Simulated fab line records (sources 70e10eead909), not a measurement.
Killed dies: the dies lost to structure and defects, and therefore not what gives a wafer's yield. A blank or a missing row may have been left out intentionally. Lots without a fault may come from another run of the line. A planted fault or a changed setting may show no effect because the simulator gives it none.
Which tool was responsible? || flow nand harc || 13 lots with 39 wafers sampled at 5 steps, on a route of 1302 steps

## WHAT THE GAUGES READ, wafer by wafer
NHARC_A_BONDPAD_THK_MEAS_30: measures by ellipsometry. Usual: thk nm at 199.7 nm, with a standard deviation of 1.6.
{"lot": "L767", "measured": "day 23 09:20", "on": "film metro-01", "thk nm (nm)": "198.8 201.4 200.2", "flag": ""}
{"lot": "L766", "measured": "day 23 07:37", "on": "film metro-02", "thk nm (nm)": "198.2 199.5 197.9", "flag": ""}
{"lot": "L770", "measured": "day 24 06:58", "on": "film metro-01", "thk nm (nm)": "200.3 201.5 199.5", "flag": ""}
{"lot": "L769", "measured": "day 24 07:46", "on": "film metro-02", "thk nm (nm)": "201.1 197.9 200.2", "flag": ""}
{"lot": "L779", "measured": "day 29 03:25", "on": "film metro-01", "thk nm (nm)": "201.4 198.0 200.7", "flag": ""}
{"lot": "L780", "measured": "day 29 01:58", "on": "film metro-02", "thk nm (nm)": "200.7 200.5 200.5", "flag": ""}
{"lot": "L781", "measured": "day 29 06:39", "on": "film metro-02", "thk nm (nm)": "197.6 198.3 195.9", "flag": ""}
{"lot": "L782", "measured": "day 29 20:41", "on": "film metro-02", "thk nm (nm)": "199.5 196.9 200.1", "flag": ""}
{"lot": "L783", "measured": "day 30 07:36", "on": "film metro-01", "thk nm (nm)": "199.2 199.4 199.4", "flag": ""}
{"lot": "L785", "measured": "day 31 04:51", "on": "film metro-01", "thk nm (nm)": "201.8 201.0 200.5", "flag": ""}
{"lot": "L786", "measured": "day 30 22:08", "on": "film metro-02", "thk nm (nm)": "202.3 199.1 201.4", "flag": ""}
{"lot": "L787", "measured": "day 32 02:31", "on": "film metro-01", "thk nm (nm)": "202.5 201.0 199.3", "flag": ""}
{"lot": "L789", "measured": "day 33 04:09", "on": "film metro-02", "thk nm (nm)": "202.1 197.3 198.7", "flag": ""}

NHARC_END_SORT_01. Usual: killed at array 59, standard deviation 16; killed at other 0.7, standard deviation 1.1; killed at periphery 4, standard deviation 3; killed dies 64, standard deviation 16; killed open 3.4, standard deviation 1.8; killed short 2.6, standard deviation 1.7.
{"lot": "L780", "measured": "day 30 09:02", "on": "prober-02", "killed at array": "145 47 61", "killed at other": "0 0 2", "killed at periphery": "5 5 5", "killed dies": "150 52 68", "killed open": "5 4 2", "killed short": "1 2 2", "flag": ""}

## TOOL THAT RAN EACH LOT (tool first, then ch and the chambers of the sampled wafers, then the start)
{"lot": "L767", "NHARC_A_CHANNEL_FILL_D2_ETCHBACK_19": "rie si-06 ch 0,1, day 14 13:03", "NHARC_A_BONDPAD_CMP_29": "cmp-02 ch 0,1, day 23 09:05", "NHARC_THIN_TSV_CMP_01": "cmp-04 ch 0,1, day 23 23:10"}
{"lot": "L766", "NHARC_A_CHANNEL_FILL_D2_ETCHBACK_19": "rie si-04 ch 0,2, day 14 13:05", "NHARC_A_BONDPAD_CMP_29": "cmp-03 ch 0,3, day 23 07:22", "NHARC_THIN_TSV_CMP_01": "cmp-04 ch 0,1, day 23 21:55"}
{"lot": "L770", "NHARC_A_CHANNEL_FILL_D2_ETCHBACK_19": "rie si-03 ch 0,1,2, day 15 23:20", "NHARC_A_BONDPAD_CMP_29": "cmp-03 ch 1,2,3, day 24 06:43", "NHARC_THIN_TSV_CMP_01": "cmp-01 ch 1,2,3, day 24 22:34"}
{"lot": "L769", "NHARC_A_CHANNEL_FILL_D2_ETCHBACK_19": "rie si-03 ch 1,2, day 16 04:44", "NHARC_A_BONDPAD_CMP_29": "cmp-01 ch 1,2, day 24 07:31", "NHARC_THIN_TSV_CMP_01": "cmp-01 ch 2,3, day 24 21:20"}
{"lot": "L779", "NHARC_A_CHANNEL_FILL_D2_ETCHBACK_19": "rie si-03 ch 0,3, day 20 17:11", "NHARC_A_BONDPAD_CMP_29": "cmp-01 ch 1,2, day 29 03:12", "NHARC_THIN_TSV_CMP_01": "cmp-03 ch 0,1,3, day 29 16:14"}
{"lot": "L780", "NHARC_A_CHANNEL_FILL_D2_ETCHBACK_19": "rie si-04 ch 0,1,3, day 20 23:43", "NHARC_A_BONDPAD_CMP_29": "cmp-01 ch 1,2,3, day 29 01:43", "NHARC_THIN_TSV_CMP_01": "cmp-01 ch 1,2,3, day 29 17:25"}
{"lot": "L781", "NHARC_A_CHANNEL_FILL_D2_ETCHBACK_19": "rie si-03 ch 0,1,2, day 20 23:44", "NHARC_A_BONDPAD_CMP_29": "cmp-02 ch 0,1,2, day 29 06:24", "NHARC_THIN_TSV_CMP_01": "cmp-04 ch 0,1,3, day 29 23:54"}
{"lot": "L782", "NHARC_A_CHANNEL_FILL_D2_ETCHBACK_19": "rie si-03 ch 0,1, day 21 09:04", "NHARC_A_BONDPAD_CMP_29": "cmp-02 ch 0,1,2, day 29 20:28", "NHARC_THIN_TSV_CMP_01": "cmp-03 ch 1,3, day 30 11:44"}
{"lot": "L783", "NHARC_A_CHANNEL_FILL_D2_ETCHBACK_19": "rie si-03 ch 0,1,2, day 21 17:02", "NHARC_A_BONDPAD_CMP_29": "cmp-03 ch 0,1,3, day 30 07:22", "NHARC_THIN_TSV_CMP_01": "cmp-01 ch 1,2,3, day 30 21:43"}
{"lot": "L785", "NHARC_A_CHANNEL_FILL_D2_ETCHBACK_19": "rie si-03 ch 0,1, day 22 11:47", "NHARC_A_BONDPAD_CMP_29": "cmp-02 ch 1,2, day 31 04:38", "NHARC_THIN_TSV_CMP_01": "cmp-01 ch 2,3, day 32 01:25"}
{"lot": "L786", "NHARC_A_CHANNEL_FILL_D2_ETCHBACK_19": "rie si-03 ch 1,2,3, day 22 17:07", "NHARC_A_BONDPAD_CMP_29": "cmp-02 ch 0,1,3, day 30 21:55", "NHARC_THIN_TSV_CMP_01": "cmp-01 ch 0,1,3, day 31 11:22"}
{"lot": "L787", "NHARC_A_CHANNEL_FILL_D2_ETCHBACK_19": "rie si-04 ch 1,2,3, day 23 14:37", "NHARC_A_BONDPAD_CMP_29": "cmp-01 ch 0,1,3, day 32 02:19", "NHARC_THIN_TSV_CMP_01": "cmp-04 ch 1,2,3, day 32 17:31"}
{"lot": "L789", "NHARC_A_CHANNEL_FILL_D2_ETCHBACK_19": "rie si-06 ch 0,1,3, day 24 15:04", "NHARC_A_BONDPAD_CMP_29": "cmp-02 ch 0,3, day 33 03:54", "NHARC_THIN_TSV_CMP_01": "cmp-04 ch 0,2, day 33 18:22"}
- NHARC_A_CHANNEL_FILL_D2_ETCHBACK_19: etches the open film in HBr/Cl2, target depth 5 nm, time 1.7 s.
- NHARC_A_BONDPAD_CMP_29: polishes SiCN, target thk 200 nm.
- NHARC_THIN_TSV_CMP_01: polishes.

## AS READ BY THE TOOLS THEMSELVES (means over the sampled wafers that have a number; for cases with no such wafer, the mark the record gives instead)
NHARC_A_CHANNEL_FILL_D2_ETCHBACK_19. Usual: drypump motor current A 5.7 A, standard deviation 0.51; oes product au 0.997 a.u., standard deviation 0.01; throttle valve pct 26.405 %, standard deviation 0.0083.
{"lot": "L767", "tool": "rie si-06", "drypump motor current A (A)": 5.8, "oes product au (a.u.)": 1.012, "throttle valve pct (%)": 26.405, "flag": ""}
{"lot": "L766", "tool": "rie si-04", "drypump motor current A (A)": 5.6, "oes product au (a.u.)": 0.992, "throttle valve pct (%)": 26.407, "flag": ""}
{"lot": "L770", "tool": "rie si-03", "drypump motor current A (A)": 5.7, "oes product au (a.u.)": 0.986, "throttle valve pct (%)": 26.404, "flag": ""}
{"lot": "L769", "tool": "rie si-03", "drypump motor current A (A)": 6.1, "oes product au (a.u.)": 0.981, "throttle valve pct (%)": 26.417, "flag": ""}
{"lot": "L779", "tool": "rie si-03", "drypump motor current A (A)": 5.8, "oes product au (a.u.)": 1.000, "throttle valve pct (%)": 26.400, "flag": ""}
{"lot": "L780", "tool": "rie si-04", "drypump motor current A (A)": 5.3, "oes product au (a.u.)": 0.992, "throttle valve pct (%)": 26.403, "flag": ""}
{"lot": "L781", "tool": "rie si-03", "drypump motor current A (A)": 5.7, "oes product au (a.u.)": 1.004, "throttle valve pct (%)": 26.406, "flag": ""}
{"lot": "L782", "tool": "rie si-03", "drypump motor current A (A)": 5.4, "oes product au (a.u.)": 1.005, "throttle valve pct (%)": 26.406, "flag": ""}
{"lot": "L783", "tool": "rie si-03", "drypump motor current A (A)": 5.7, "oes product au (a.u.)": 1.003, "throttle valve pct (%)": 26.400, "flag": ""}
{"lot": "L785", "tool": "rie si-03", "drypump motor current A (A)": 5.4, "oes product au (a.u.)": 0.993, "throttle valve pct (%)": 26.400, "flag": ""}
{"lot": "L786", "tool": "rie si-03", "drypump motor current A (A)": 6.1, "oes product au (a.u.)": 0.999, "throttle valve pct (%)": 26.398, "flag": ""}
{"lot": "L787", "tool": "rie si-04", "drypump motor current A (A)": 5.6, "oes product au (a.u.)": 0.997, "throttle valve pct (%)": 26.406, "flag": ""}
{"lot": "L789", "tool": "rie si-06", "drypump motor current A (A)": 5.9, "oes product au (a.u.)": 1.002, "throttle valve pct (%)": 26.401, "flag": ""}

NHARC_A_BONDPAD_CMP_29. Usual: edge zone pressure frac 1.000, standard deviation 0.0048; motor current A 11.7 A, standard deviation 0.75.
{"lot": "L767", "tool": "cmp-02", "edge zone pressure frac": 1.004, "motor current A (A)": 12.5, "flag": ""}
{"lot": "L766", "tool": "cmp-03", "edge zone pressure frac": 0.997, "motor current A (A)": 11.5, "flag": ""}
{"lot": "L770", "tool": "cmp-03", "edge zone pressure frac": 1.002, "motor current A (A)": 11.1, "flag": ""}
{"lot": "L769", "tool": "cmp-01", "edge zone pressure frac": 1.004, "motor current A (A)": 12.1, "flag": ""}
{"lot": "L779", "tool": "cmp-01", "edge zone pressure frac": 1.003, "motor current A (A)": 11.9, "flag": ""}
{"lot": "L780", "tool": "cmp-01", "edge zone pressure frac": 0.999, "motor current A (A)": 11.8, "flag": ""}
{"lot": "L781", "tool": "cmp-02", "edge zone pressure frac": 0.999, "motor current A (A)": 11.9, "flag": ""}
{"lot": "L782", "tool": "cmp-02", "edge zone pressure frac": 1.002, "motor current A (A)": 12.1, "flag": ""}
{"lot": "L783", "tool": "cmp-03", "edge zone pressure frac": 0.998, "motor current A (A)": 11.2, "flag": ""}
{"lot": "L785", "tool": "cmp-02", "edge zone pressure frac": 1.000, "motor current A (A)": 11.8, "flag": ""}
{"lot": "L786", "tool": "cmp-02", "edge zone pressure frac": 0.999, "motor current A (A)": 12.1, "flag": ""}
{"lot": "L787", "tool": "cmp-01", "edge zone pressure frac": 0.998, "motor current A (A)": 11.0, "flag": ""}
{"lot": "L789", "tool": "cmp-02", "edge zone pressure frac": 1.004, "motor current A (A)": 12.1, "flag": ""}

NHARC_THIN_TSV_CMP_01. Usual: edge zone pressure frac 1.000, standard deviation 0.0053; motor current A 11.4 A, standard deviation 1.1.
{"lot": "L767", "tool": "cmp-04", "edge zone pressure frac": 1.001, "motor current A (A)": 10.5, "flag": ""}
{"lot": "L766", "tool": "cmp-04", "edge zone pressure frac": 1.000, "motor current A (A)": 9.9, "flag": ""}
{"lot": "L770", "tool": "cmp-01", "edge zone pressure frac": 0.999, "motor current A (A)": 11.6, "flag": ""}
{"lot": "L769", "tool": "cmp-01", "edge zone pressure frac": 1.002, "motor current A (A)": 11.5, "flag": ""}
{"lot": "L779", "tool": "cmp-03", "edge zone pressure frac": 1.001, "motor current A (A)": 11.4, "flag": ""}
{"lot": "L780", "tool": "cmp-01", "edge zone pressure frac": 0.999, "motor current A (A)": 11.7, "flag": ""}
{"lot": "L781", "tool": "cmp-04", "edge zone pressure frac": 1.000, "motor current A (A)": 11.5, "flag": ""}
{"lot": "L782", "tool": "cmp-03", "edge zone pressure frac": 1.003, "motor current A (A)": 11.8, "flag": ""}
{"lot": "L783", "tool": "cmp-01", "edge zone pressure frac": 1.003, "motor current A (A)": 11.3, "flag": ""}
{"lot": "L785", "tool": "cmp-01", "edge zone pressure frac": 1.002, "motor current A (A)": 12.0, "flag": ""}
{"lot": "L786", "tool": "cmp-01", "edge zone pressure frac": 0.998, "motor current A (A)": 11.9, "flag": ""}
{"lot": "L787", "tool": "cmp-04", "edge zone pressure frac": 0.999, "motor current A (A)": 12.0, "flag": ""}
{"lot": "L789", "tool": "cmp-04", "edge zone pressure frac": 1.001, "motor current A (A)": 9.9, "flag": ""}

## THE ANSWER, worked out from the rows above alone
Rule: take the mean of a lot's wafers that have a number; if it is more than 3 standard deviations from the usual mean, the lot is off. Also off: a lot with no number at a reading for which 4 or more lots have one. All remaining lots with rows at the step are treated as sound. After the gauges, taken in route order, come the tools' own readings; for these a lot's mean is taken, as printed above. The first step at which some lot is off is used, and at that step the reading that is off furthest; a lot without a number counts as furthest.
No lot is off at any reading shown: from this, nothing can be told.

## WHAT HAD BEEN PUT IN BY THE SIMULATOR
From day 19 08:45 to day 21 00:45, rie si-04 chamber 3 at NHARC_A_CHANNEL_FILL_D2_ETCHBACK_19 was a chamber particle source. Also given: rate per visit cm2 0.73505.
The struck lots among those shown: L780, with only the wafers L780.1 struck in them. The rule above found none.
